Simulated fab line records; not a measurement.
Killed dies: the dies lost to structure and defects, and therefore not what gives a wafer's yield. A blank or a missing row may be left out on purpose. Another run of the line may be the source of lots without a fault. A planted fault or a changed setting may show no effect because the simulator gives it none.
Split-lot study | flow n5Finfet | on a route of 1938 steps: 7 lots, 21 wafers read

## THE SPLIT
At N5_BEOL_M0_SAQP_COAT_69 (time 60 s, resist thk 90 nm), the setting spinRpm was moved away from the recipe's 1500 rpm on 9 of the 21 wafers read, by -3.3% to +9.4%. For the rest of the wafers, this setting stayed at what the recipe calls for.

## FROM THE SPLIT TO THE READING: what the file shows between them, 11 steps
- N5_BEOL_M0_SAQP_COAT_72: time 60 s, resist thk 15 nm (also split here: spinRpm)
- N5_BEOL_M0_SAQP_COAT_87: time 60 s, resist thk 5 nm
- N5_BEOL_M0_SAQP_COAT_34: resist thk 30 nm
- N5_BEOL_M0_SAQP_DESCUM_45: chemistry O2, time 7 s
- N5_BEOL_M0_SAQP_ETCH_88: etches underlayer in N2/H2, target depth 6.5 nm, time 5.2 s
- N5_BEOL_M0_SAQP_ETCH_73: etches SiARC in CF4, target depth 19.5 nm, time 32.5 s
- N5_BEOL_M0_SAQP_CUT_ETCH_46: etches SOC in N2/H2, target depth 135 nm, overetch 27 nm, time 202.5 s
- N5_BEOL_M0_SAQP_STRIP_74: strips in N2/H2
- N5_BEOL_M0_SAQP_STRIP_89: strips in N2/H2
- N5_BEOL_M0_SAQP_ALD_48: deposits SiO2, target thk 20 nm, pulse time 1 s, co reactant pulse time 1 s
- N5_BEOL_M0_SAQP_ETCH_49: etches SiO2 in CF4/O2, target depth 37 nm

## THE READING
etch.depthNm (the simulator's own value, which no gauge read), in nm, at N5_BEOL_M0_CUTY_ETCH_63 (etches SOC in N2/H2, target depth 82.7 nm, overetch 16.5 nm, time 124 s). The file does not state a usual value for it. Across the 12 wafers here that went through the recipe, the average is 70.65 nm and the standard deviation 0.36 nm.

wafer  | tool, chamber at the split | spinRpm as run, rpm | against the recipe | etch.depthNm, nm | against lot-mates on the recipe
L075.1 | lithoTrack-03, 0           | 1500                | recipe             | 71.2             | -
L075.2 | lithoTrack-03, 0           | 1500                | recipe             | 70.77            | -
L075.5 | lithoTrack-03, 0           | 1500                | recipe             | 71.22            | -
L080.1 | lithoTrack-05, 0           | 1621                | +8.1%              | 67               | -3.85
L080.5 | lithoTrack-05, 0           | 1621                | +8.1%              | 66.42            | -4.43
L080.6 | lithoTrack-05, 0           | 1500                | recipe             | 70.85            | -
L082.1 | lithoTrack-01, 0           | 1570                | +4.7%              | 68.93            | -1.62
L082.3 | lithoTrack-01, 0           | 1500                | recipe             | 70.63            | -
L082.4 | lithoTrack-01, 0           | 1500                | recipe             | 70.48            | -
L084.1 | lithoTrack-05, 0           | 1617                | +7.8%              | 66.75            | -3.82
L084.2 | lithoTrack-05, 0           | 1500                | recipe             | 70.38            | -
L084.4 | lithoTrack-05, 0           | 1500                | recipe             | 70.76            | -
L085.1 | lithoTrack-05, 0           | 1641                | +9.4%              | 66.23            | -4.27
L085.5 | lithoTrack-05, 0           | 1500                | recipe             | 70.5             | -
L085.6 | lithoTrack-05, 0           | 1641                | +9.4%              | 66.33            | -4.17
L089.3 | lithoTrack-05, 0           | 1450                | -3.3%              | 71.98            | no lot-mate on the recipe
L089.4 | lithoTrack-05, 0           | 1450                | -3.3%              | 71.83            | no lot-mate on the recipe
L089.6 | lithoTrack-05, 0           | 1450                | -3.3%              | 71.95            | no lot-mate on the recipe
L094.1 | lithoTrack-03, 0           | 1500                | recipe             | 70.34            | -
L094.4 | lithoTrack-03, 0           | 1500                | recipe             | 70.83            | -
L094.6 | lithoTrack-03, 0           | 1500                | recipe             | 69.87            | -

FIT RESULTS
A straight line over all 21 wafers: etch.depthNm changes by -0.461 nm for each +1% of spinRpm; r = -0.99; the points scatter about the line by 0.35 nm.
The same after taking each lot's own level away (the mean of its wafers on the recipe; 18 wafers): -0.473 nm for each +1%; r = -0.99; scatter 0.31 nm.
The reading moves by 4.4 nm for the largest change in spinRpm, on that fit.
The span of the lots' own levels, 70.347 to 71.063 nm, comes to 2.0 times the standard deviation stated above.
The two slopes agree, so the slope changes little with the lot-to-lot level.
Check: -4.48 nm against its lot-mates is what the line predicts for one of the wafers moved furthest among these (+9.4%) when that wafer is left out of the fit. It came out at -4.27 nm against them.

## FURTHER SPLITS ON THESE WAFERS
Before the reading, these wafers also passed through other splits. Each is held against what the fit with the lots' levels taken away leaves over:
other split on the same wafers      | wafers away from the commonest value | r with etch.depthNm (lot level and that fit taken away)
N5_MOL_CONTACT_COAG_ETCH_105 biasW  | 6                                    | -0.14
N5_MOL_CONTACT_COAG_ETCH_91 sourceW | 11                                   | -0.01
N5_BEOL_M0_SAQP_COAT_72 spinRpm     | 8                                    | -0.19

## THE WHOLE CHAIN: every reading that the file lists as answering this split, in the file's order
step                    | what it does                                                            | reading                                                                            | change (the file's fit)               | r (the file's)
N5_BEOL_M0_SAQP_COAT_69 | time 60 s, resist thk 90 nm                                             | SOC_of_BEOL_M0_SAQP_COAT_69.thkNm (the simulator's own value, which no gauge read) | -0.431 nm for each +1% of the setting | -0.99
N5_BEOL_M0_SAQP_ETCH_49 | etches SiO2 in CF4/O2, target depth 37 nm                               | SOC_of_BEOL_M0_SAQP_COAT_69.thkNm (the simulator's own value, which no gauge read) | -0.459 nm for each +1% of the setting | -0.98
N5_BEOL_M0_CUTY_ETCH_63 | etches SOC in N2/H2, target depth 82.7 nm, overetch 16.5 nm, time 124 s | etch.depthNm (the simulator's own value, which no gauge read)                      | -0.467 nm for each +1% of the setting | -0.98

## THE FILE'S OWN FIT
etch.depthNm changes by -0.467 nm for each +1% of spinRpm, r = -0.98.
